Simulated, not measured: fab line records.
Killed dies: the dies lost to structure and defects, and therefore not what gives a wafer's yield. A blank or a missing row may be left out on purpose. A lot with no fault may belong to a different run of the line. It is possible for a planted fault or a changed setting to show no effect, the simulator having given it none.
The same fault as seen by 2 desks | flow nand_harc | each desk has only its own numbers; what lay behind them comes last

AT THE METROLOGY DESK
Lot by lot, what the gauges showed, no matter which tool ran the lot: averages of those sampled wafers that carry a number. The brackets show how far a lot's mean lies from the usual mean; more than 4 standard deviations puts the lot out of limits, marked OUT.
Columns: A = thk_nm at NHARC_A_SOURCE_PLATE_THK_MEAS_06, usual 200.1 nm; B = thk_nm at NHARC_A_ONON_D1_THK_MEAS_08, usual 1000 nm
lot  | first seen here | A               | B
L399 | day 7 21:13     | 200.8           | 1000
L402 | day 9 10:50     | 199.2           | 1004
L405 | day 10 17:29    | 202.9           | 1012
L407 | day 12 03:17    | 197.3           | 1000
L408 | day 12 03:17    | 198.2           | 985
L409 | day 12 12:20    | 199.3           | 1011
L410 | day 12 21:56    | 267.4 (+34) OUT | 1007
L411 | day 13 05:26    | 267.5 (+34) OUT | 1011
L412 | day 13 19:21    | 270.9 (+35) OUT | 1014
L413 | day 14 06:12    | 203.7           | 994
L420 | day 16 22:54    | 198.4           | 991
This desk's verdict: out of limits on L410, L411, L412, starting with L410 at day 12 21:56 (thk_nm at NHARC_A_SOURCE_PLATE_THK_MEAS_06). Within limits: L399, L402, L405, L407, L408, L409, L413, L420.

FOR THE TOOL OWNER'S DESK: lpcvd_poly-02
The tool's own readings at NHARC_A_SOURCE_PLATE_CVD_03 (deposits poly-Si, target thk 200 nm, time 4000 s): means of the sampled wafers that have a number, for each lot that ran on this tool. The brackets show how far a lot's mean lies from the usual mean; more than 4 standard deviations puts the lot out of limits, marked OUT.
Columns: A = spike_tc_bottom_C at NHARC_A_SOURCE_PLATE_CVD_03, usual 639.7 C; B = spike_tc_centre_C at NHARC_A_SOURCE_PLATE_CVD_03, usual 621.2 C; C = spike_tc_lower_C at NHARC_A_SOURCE_PLATE_CVD_03, usual 619.5 C; D = spike_tc_top_C at NHARC_A_SOURCE_PLATE_CVD_03, usual 638.9 C; E = spike_tc_upper_C at NHARC_A_SOURCE_PLATE_CVD_03, usual 619.2 C; F = tube_center_temp_C at NHARC_A_SOURCE_PLATE_CVD_03, usual 620 C
lot  | first seen here | A               | B                | C                | D                | E               | F
L410 | day 12 09:29    | 653.3 (+14) OUT | 634.6 (+9.6) OUT | 632.0 (+7.8) OUT | 650.4 (+6.8) OUT | 632.4 (+13) OUT | 633 (+99 or more) OUT
L411 | day 12 18:32    | 652.8 (+13) OUT | 635.1 (+9.9) OUT | 632.6 (+8.2) OUT | 651.0 (+7.1) OUT | 631.7 (+13) OUT | 633 (+99 or more) OUT
L412 | day 13 07:46    | 652.4 (+13) OUT | 635.7 (+10) OUT  | 633.4 (+8.7) OUT | 649.3 (+6.1) OUT | 631.4 (+12) OUT | 633 (+99 or more) OUT
L420 | day 16 11:32    | 639.7           | 623.0            | 619.2            | 638.6            | 618.9           | 620
This desk's verdict: out of limits on L410, L411, L412, starting with L410 at day 12 09:29 (spike_tc_bottom_C at NHARC_A_SOURCE_PLATE_CVD_03). Within limits: L420.

TAKEN TOGETHER
The tool owner's desk had the chance to raise an alarm at day 12 09:29 on L410, L411, L412.
L410, L411, L412 would have let the metrology desk raise an alarm at day 12 21:56.
On lpcvd_poly-02, each named lot ran NHARC_A_SOURCE_PLATE_CVD_03.

WHAT THE SIMULATOR HAD PUT IN
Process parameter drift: lpcvd_poly-02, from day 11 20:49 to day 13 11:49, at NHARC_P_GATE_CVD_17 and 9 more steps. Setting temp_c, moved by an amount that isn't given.
Shown lots that were struck: L410, L411, L412.
Hours from the fault's start to each desk's first reading out of limits: the tool owner's desk, 13; the metrology desk, 25.
